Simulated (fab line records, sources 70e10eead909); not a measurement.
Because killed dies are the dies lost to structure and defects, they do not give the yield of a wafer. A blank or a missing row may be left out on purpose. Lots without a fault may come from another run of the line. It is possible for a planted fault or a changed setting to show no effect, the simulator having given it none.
fab line records	flow nand_harc
[record] lots = 15	wafers = 43	last_day = 33
route steps=1302 shown A_CHANNEL_FILL_D1@494
lots that met no fault: taken from a fault-free run of the same line
start_h: hours from the record's opening day to when the first of the lot's shown wafers began	wait_h: hours elapsed since this lot's preceding step	" same as the row above	L1.1+2: one row covering several wafers at once	- no value present, or no start provided	* or withheld: withheld	< > ~ a bound
route shown NAME@n: NAME is a module with steps in the file, n the number in the route of the first one	usual: mean/standard deviation of fault-free wafers	same: alike in all rows	chamber/n: place in a boat	sites: per-site readings	_std_site: the standard deviation of these	_edge_site: mean of outer sites minus mean of inner sites	radius_mm: for every site, how far away it sits from the centre of the wafer	mask NAME#n: copy n	behind: the tool/chamber that last shaped the wafer	hold: why the lot was held/for how many hours/how that ended	device: whichever transistor did not switch (one of n, p or np)	end of line: the same wafers' tests at the end of the route	for a step that has no rows: nothing shown but its recipe	killed: dies that structure and defects cost at the first sort, which is not the same as the wafer's yield	map: dies across one wafer; x = killed, . = not, _ = none there
set.NAME: the run value of the setting; set.NAME@STEP: its run value at that earlier step	model.NAME: the simulator's own value behind a step, which no gauge read
route steps across a sampled set of lots; one table per step, one row per wafer
services: a tool's chamber out of use, with start hour (start_h, from the record's first day; less than 0 if before it), hours out, and reason
[[steps]]
[step NHARC_A_CHANNEL_FILL_D1_ALD_14]
[recipe] target_thk_a = 25	pulse_time_s = 10	ald_cycles = 25	temp_c = 300	material = SiO2
[usual] heater_power_w = 469/23	precursor_pulse_height_rel = 1.002/0.02
lot.wafer	tool	chamber	start_h	wait_h	heater_power_w	precursor_pulse_height_rel
L854.3	ald_hk-01	2	198.99	0.1	531	0.986
L854.4	"	3	"	"	484	1.021
L854.5	"	1	"	"	460	0.995
L853.4	ald_hk-01	0	210.79	0.1	488	1.006
L853.3	"	2	"	"	519	1.013
L853.6	"	3	"	"	483	0.988
L857.1	ald_hk-02	1	237.33	0.1	457	1.001
L857.6	"	3	"	"	458	0.998
L857.5	"	0	"	"	477	0.998
L859.1	ald_hk-01	1	256.21	0.1	446	0.980
L859.5	"	3	"	"	497	0.998
L861.1	ald_hk-04	3	275.76	0.0	441	1.023
L861.4	"	0	"	"	466	1.004
L861.2	"	1	"	"	422	1.022
L862.5	ald_hk-04	0	287.85	0.2	461	0.992
L862.6	"	1	"	"	417	0.998
L865.3	ald_hk-01	0	313.96	0.0	496	0.987
L865.5	"	0	"	"	492	1.012
L865.6	"	1	"	"	445	0.962
L868.1	ald_hk-04	2	341.57	0.0	462	0.996
L868.3	"	3	"	"	454	1.008
L868.6	"	3	"	"	453	0.980
L870.3	ald_hk-02	2	370.30	0.0	452	0.987
L870.6	"	2	"	"	444	1.041
L870.5	"	3	"	"	459	1.008
L871.1	ald_hk-01	2	370.38	0.1	511	0.984
L871.3	"	3	"	"	476	0.991
L871.6	"	1	"	"	464	1.010
L872.1	ald_hk-04	1	391.30	0.0	428	0.956
L872.2	"	0	"	"	453	1.021
L872.6	"	1	"	"	441	1.018
L873.2	ald_hk-01	0	398.98	0.0	482	0.999
L873.3	"	1	"	"	459	1.038
L873.6	"	0	"	"	491	0.997
L874.4	ald_hk-04	2	407.32	0.1	464	0.983
L874.3	"	3	"	"	461	1.004
L874.2	"	0	"	"	462	0.986
L875.1	ald_hk-02	0	412.49	0.1	468	1.006
L875.3	"	1	"	"	485	0.996
L875.2	"	2	"	"	450	1.008
L876.1	ald_hk-04	2	431.68	0.0	470	1.019
L876.6	"	2	"	"	468	0.988
L876.5	"	3	"	"	448	0.994
[step NHARC_A_CHANNEL_FILL_D1_ETCHBACK_19]
[recipe] target_depth_a = 50	time_s = 1.7	hbr_flow_sccm = 150	cl2_flow_sccm = 50	rf_w = 400	icp_w = 400	bias_w = 100	chemistry = HBr/Cl2
[usual] drypump_motor_current_A = 5.9/0.53	oes_product_au = 1.000/0.0067	throttle_valve_pct = 26.406/0.0087
lot.wafer	tool	chamber	start_h	wait_h	drypump_motor_current_A	oes_product_au	rf_hours_counter_h	throttle_valve_pct
L854.3	rie_si-06	3	213.29	0.4	4.9	1.013	0.9	26.411
L854.4	"	0	"	"	6.2	1.000	0.8	26.405
L854.5	"	3	"	"	4.9	1.008	-	26.393
L853.3	rie_si-06	2	228.38	0.4	6.6	0.997	0.9	26.407
L853.4	"	0	"	"	6.3	1.007	0.9	26.409
L853.6	"	1	"	"	5.4	1.004	-	26.410
L857.1	rie_si-01	1	254.23	0.4	6.2	0.999	0.3	26.418
L857.5	"	0	"	"	5.7	1.004	-	26.420
L857.6	"	1	"	"	6.2	1.007	-	26.408
L859.1	rie_si-06	2	273.32	0.4	6.6	0.724	0.1	26.411
L859.5	"	3	"	"	4.9	0.733	-	26.417
L861.2	rie_si-06	0	292.91	0.4	6.3	1.015	0.1	26.411
L861.4	"	1	"	"	5.5	0.998	0.2	26.384
L861.1	"	2	"	"	6.6	0.730	0.2	26.409
L862.6	rie_si-06	2	306.04	0.4	6.6	1.005	-	26.434
L862.5	"	3	"	"	5.0	0.736	-	26.408
L865.3	rie_si-04	1	330.77	0.4	5.5	0.990	1.1	26.402
L865.5	"	0	"	"	5.9	0.995	-	26.421
L865.6	"	1	"	"	5.6	0.996	-	26.409
L868.1	rie_si-04	0	358.61	0.4	5.8	1.006	0.0	26.420
L868.3	"	1	"	"	5.5	0.998	0.0	26.394
L868.6	"	1	"	"	5.6	1.002	-	26.409
L870.3	rie_si-04	2	387.50	0.4	5.4	1.012	0.3	26.405
L870.6	"	2	"	"	5.4	1.019	-	26.419
L870.5	"	3	"	"	6.5	1.010	-	26.407
L871.3	rie_si-06	1	387.50	0.4	5.5	0.994	0.8	26.405
L871.1	"	2	"	"	6.6	0.992	0.9	26.407
L871.6	"	1	"	"	5.5	0.994	-	26.412
L872.2	rie_si-01	2	408.17	0.4	6.1	1.003	0.1	26.411
L872.1	"	3	"	"	6.6	0.999	0.1	26.403
L872.6	"	0	"	"	5.7	1.005	-	26.405
L873.3	rie_si-06	0	415.91	0.4	6.3	1.004	1.0	26.419
L873.2	"	1	"	"	5.4	0.996	1.0	26.406
L873.6	"	3	"	"	4.9	0.994	-	26.391
L874.4	rie_si-01	1	424.19	0.4	6.2	1.000	0.2	26.382
L874.2	"	2	"	"	6.1	0.996	0.2	26.390
L874.3	"	0	"	"	5.7	0.990	0.2	26.409
L875.1	rie_si-04	1	430.86	0.4	5.5	0.996	0.5	26.405
L875.3	"	2	"	"	5.4	1.001	0.5	26.404
L875.2	"	3	"	"	6.5	1.007	0.5	26.402
L876.1	rie_si-06	2	450.95	0.4	6.6	1.004	0.1	26.399
L876.6	"	0	"	"	6.3	0.997	-	26.417
L876.5	"	1	"	"	5.5	0.996	-	26.416
[step NHARC_A_CHANNEL_FILL_D1_ETCHBACK_20]
[recipe] target_depth_a = 270	time_s = 13.5	c4f8_flow_sccm = withheld	o2_flow_sccm = 8	ar_flow_sccm = withheld	rf_w = 600	bias_w = 1500	chemistry = C4F8/O2/Ar
[usual] oes_product_au = 0.96/0.033	rf_vpp_V = 978/5.4
lot.wafer	tool	chamber	start_h	wait_h	oes_product_au	rf_hours_counter_h	rf_vpp_V
L854.3	rie_diel-13	0	213.42	-	1.00	2.7	974
L854.4	"	3	"	"	0.99	1.7	976
L854.5	"	0	"	"	1.00	-	975
L853.3	rie_diel-09	2	228.50	-	0.93	3.8	983
L853.4	"	0	"	"	0.91	3.7	984
L853.6	"	3	"	"	0.93	-	978
L857.1	rie_diel-09	0	254.37	-	0.98	4.5	984
L857.6	"	1	"	"	0.97	-	969
L857.5	"	2	"	"	0.98	-	982
L859.1	rie_diel-09	2	273.47	-	0.92	5.3	982
L859.5	"	0	"	"	0.93	-	984
L861.1	rie_diel-12	2	293.04	-	1.00	0.4	985
L861.2	"	0	"	"	1.00	0.4	972
L861.4	"	0	"	"	1.00	-	971
L862.5	rie_diel-12	3	306.17	-	0.96	-	981
L862.6	"	0	"	"	0.96	-	972
L865.3	rie_diel-12	0	330.91	-	0.97	3.3	972
L865.5	"	2	"	"	0.97	-	986
L865.6	"	3	"	"	0.97	-	981
L868.3	rie_diel-09	1	358.75	-	0.98	1.8	969
L868.1	"	2	"	"	0.98	1.3	983
L868.6	"	0	"	"	0.98	-	984
L871.3	rie_diel-12	2	387.62	-	0.92	7.8	986
L871.1	"	1	"	"	0.98	7.7	972
L871.6	"	2	"	"	0.93	-	987
L870.3	rie_diel-09	3	387.64	-	0.99	2.6	976
L870.6	"	2	"	"	1.00	-	982
L870.5	"	3	"	"	1.00	-	976
L872.2	rie_diel-13	3	408.27	-	0.99	2.3	976
L872.1	"	2	"	"	0.99	2.8	981
L872.6	"	0	"	"	0.99	-	972
L873.3	rie_diel-13	2	416.04	-	1.00	3.2	981
L873.2	"	0	"	"	1.00	2.4	975
L873.6	"	1	"	"	1.01	-	975
L874.3	rie_diel-09	3	424.45	-	1.00	4.7	976
L874.4	"	0	"	"	0.99	4.4	983
L874.2	"	1	"	"	0.99	4.9	969
L875.3	rie_diel-09	3	430.99	-	0.96	4.9	977
L875.2	"	0	"	"	0.95	4.6	986
L875.1	"	2	"	"	0.96	4.8	983
L876.1	rie_diel-09	2	451.06	-	0.92	6.1	982
L876.5	"	2	"	"	0.93	-	983
L876.6	"	3	"	"	0.93	-	976
[step NHARC_A_CHANNEL_FILL_D1_ETCHBACK_08]
[recipe] target_depth_a = 2200	time_s = 110	c4f8_flow_sccm = 20	ar_flow_sccm = withheld	rf_w = 600	bias_w = 300	chemistry = C4F8
[usual] oes_product_au = 0.95/0.034	rf_vpp_V = 440.3/2.5
lot.wafer	tool	chamber	start_h	wait_h	oes_product_au	rf_hours_counter_h	rf_vpp_V
L854.4	rie_diel-09	2	-	-	0.95	3.8	443.5
L854.3	"	0	"	"	0.96	3.8	446.1
L854.5	"	2	"	"	0.96	-	443.6
L853.4	rie_diel-09	1	-	-	0.93	3.7	436.7
L853.3	"	0	"	"	0.92	4.2	443.8
L853.6	"	2	"	"	0.92	-	443.5
L857.1	rie_diel-13	2	-	-	0.96	5.3	441.7
L857.6	"	1	"	"	0.95	-	438.4
L857.5	"	2	"	"	0.95	-	442.2
L859.1	rie_diel-12	3	-	-	1.02	0.4	443.2
L859.5	"	3	"	"	1.01	-	443.1
L861.2	rie_diel-09	1	-	-	0.92	5.8	435.8
L861.4	"	2	"	"	0.92	6.9	442.9
L861.1	"	0	"	"	0.94	6.1	444.6
L862.5	rie_diel-13	2	-	-	0.91	-	440.8
L862.6	"	3	"	"	0.92	-	440.6
L865.3	rie_diel-09	0	-	-	1.00	1.4	444.6
L865.6	"	1	"	"	0.99	-	436.4
L865.5	"	2	"	"	1.00	-	443.1
L868.1	rie_diel-12	0	-	-	0.92	7.6	437.1
L868.3	"	2	"	"	0.92	7.7	445.0
L868.6	"	1	"	"	0.93	-	437.5
L871.3	rie_diel-09	1	-	-	0.93	3.2	437.1
L871.1	"	2	"	"	0.93	2.7	443.1
L871.6	"	1	"	"	0.92	-	437.5
L870.3	rie_diel-13	0	-	-	0.98	2.1	440.4
L870.6	"	3	"	"	0.99	-	440.3
L870.5	"	0	"	"	0.98	-	437.3
L872.1	rie_diel-13	0	-	-	0.92	3.4	439.9
L872.2	"	3	"	"	0.93	3.4	439.3
L872.6	"	0	"	"	0.92	-	440.3
L873.3	rie_diel-09	1	-	-	0.92	5.2	436.6
L873.2	"	2	"	"	0.93	4.8	442.4
L873.6	"	0	"	"	0.93	-	443.9
L874.2	rie_diel-12	3	-	-	0.92	9.5	443.0
L874.4	"	0	"	"	0.92	10.1	438.1
L874.3	"	2	"	"	0.92	10.1	444.5
L875.1	rie_diel-13	0	-	-	1.01	4.7	439.3
L875.2	"	1	"	"	1.00	5.3	437.6
L875.3	"	2	"	"	1.00	5.7	441.8
L876.1	rie_diel-13	0	-	-	0.93	6.5	438.6
L876.6	"	2	"	"	0.92	-	441.6
L876.5	"	3	"	"	0.93	-	439.3
[[services]]
tool	chamber	start_h	hours	kind
ald_hk-04	-	177.30	1.0	repair
rie_diel-13	3	183.55	3.9	repair
rie_diel-09	1	218.83	4.4	repair
rie_diel-12	0	226.33	6.4	repair
rie_si-04	-	248.34	1.7	repair
rie_si-06	-	249.00	9.0	pm
rie_diel-09	-	251.28	1.1	repair
ald_hk-04	-	254.49	10.0	pm
rie_diel-12	0	266.80	9.4	repair
rie_diel-12	-	268.45	9.0	pm
rie_si-06	-	276.18	0.8	repair
rie_diel-12	1	288.13	6.1	repair
ald_hk-01	-	296.30	10.0	pm
rie_diel-12	2	303.32	3.3	repair
rie_diel-13	1	310.49	7.6	repair
rie_diel-09	-	320.15	9.0	pm
rie_diel-13	-	336.36	2.4	repair
rie_diel-13	-	342.00	9.0	pm
ald_hk-04	-	405.85	0.3	repair
rie_diel-09	0	411.04	4.2	repair
rie_diel-12	3	423.70	7.9	repair
rie_si-06	-	426.00	9.0	pm
ald_hk-04	-	432.49	10.0	pm
rie_diel-12	-	445.45	9.0	pm
[[key]]
[first_sign] step = NHARC_A_CHANNEL_FILL_D1_ETCHBACK_19	reading = oes_product_au	direction = down	sigmas = 40	usual = 1.000	struck = 0.731
effect none on later readings
met_at NHARC_A_CHANNEL_FILL_D1_ETCHBACK_19
struck_lots L859,L861,L862
struck_wafers L859.1,L859.5,L861.1,L862.5
later_rows_left_out L859.1,L859.5,L861.1,L862.5
sort_left_out L859.1,L859.5,L861.1,L862.5
tester_left_out L859,L861,L862
not_acting_at NHARC_A_CHANNEL_FILL_D1_ALD_14,NHARC_A_CHANNEL_FILL_D1_ETCHBACK_20,NHARC_A_CHANNEL_FILL_D1_ETCHBACK_08
onset_between 228.38 273.32
[fault] kind = process_parameter_drift	tool = rie_si-06	chamber = -	onset_h = 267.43	steps = NHARC_A_CHANNEL_FILL_D1_ETCHBACK_19	channel = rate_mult	offset = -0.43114	shape = step	end_h = 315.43	scope = struck_wafers_only
// tester_left_out: of these lots the tester's yield and bins aren't shown, on N5 and GAA mostly nor the transistor test; their killed dies are dies lost to structure and defects alone, not to doping, threshold or leakage, so they don't give the yield
// sort_left_out: the simulated sort isn't trusted on such a fault, so these wafers' sort isn't shown, and their yield isn't known
// later_rows_left_out: the simulator's readings of these wafers behind a module that went badly wrong aren't trusted and aren't shown, but for the sort
